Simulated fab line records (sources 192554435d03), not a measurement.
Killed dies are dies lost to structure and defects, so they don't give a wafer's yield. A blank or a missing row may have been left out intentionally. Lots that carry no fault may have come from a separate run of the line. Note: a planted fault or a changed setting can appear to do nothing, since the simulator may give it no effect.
Matching of chambers | flow n5Finfet | N5_MIM_TOP_LITHO_DESCUM_10 on rieDiel-01: 4 sister chambers
The step chemistry O2, time 7.9 s. 8 wafers are shown with their chamber, then 8 later ones without.

== WAFERS, EACH WITH ITS CHAMBER ==
wafer  | chamber | drypumpMotorCurrentA (A) | throttleValvePct (%)
L076.2 | 3       | 5.7                      | 20.31
L079.6 | 3       | 5.7                      | 20.30
L082.6 | 0       | 6.5                      | 20.55
L084.4 | 0       | 6.5                      | 20.54
L084.5 | 2       | 5.1                      | 20.48
L086.4 | 2       | 5.0                      | 20.48
L086.5 | 1       | 5.7                      | 20.06
L087.1 | 1       | 5.8                      | 20.07

== WAFERS WITH NO CHAMBER GIVEN ==
wafer  | drypumpMotorCurrentA (A) | throttleValvePct (%)
L087.4 | 5.0                      | 20.48
L087.5 | 5.7                      | 20.08
L088.1 | 5.8                      | 20.07
L088.3 | 6.5                      | 20.58
L088.6 | 5.7                      | 20.08
L090.4 | 6.5                      | 20.57
L090.5 | 5.7                      | 19.89
L090.6 | 5.0                      | 20.51

== WHICH CHAMBER EACH WENT THROUGH ==
wafer  | from the rows above | in truth
L087.4 | 2                   | 2
L087.5 | 1                   | 1
L088.1 | 1                   | 1
L088.3 | 0                   | 0
L088.6 | 1                   | 1
L090.4 | 0                   | 0
L090.5 | 1                   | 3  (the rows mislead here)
L090.6 | 2                   | 2
Correct placement for 7 of the 8. Not placeable from these rows: 0. Placed wrongly: 1.
How it was worked out, from the rows above alone: a wafer's distance from a chamber is the root of the sum, over the readings, of the square of ((its reading less the chamber's mean) divided by the reading's scatter). The wafer belongs to the nearest chamber; if the next one is less than 2 further off, it can't be placed. The mean given for a chamber averages the wafers shown for that chamber. The scatter is the square root of a quotient: the sum, over the shown wafers, of each reading's squared deviation from its chamber's mean, divided by wafers minus chambers.
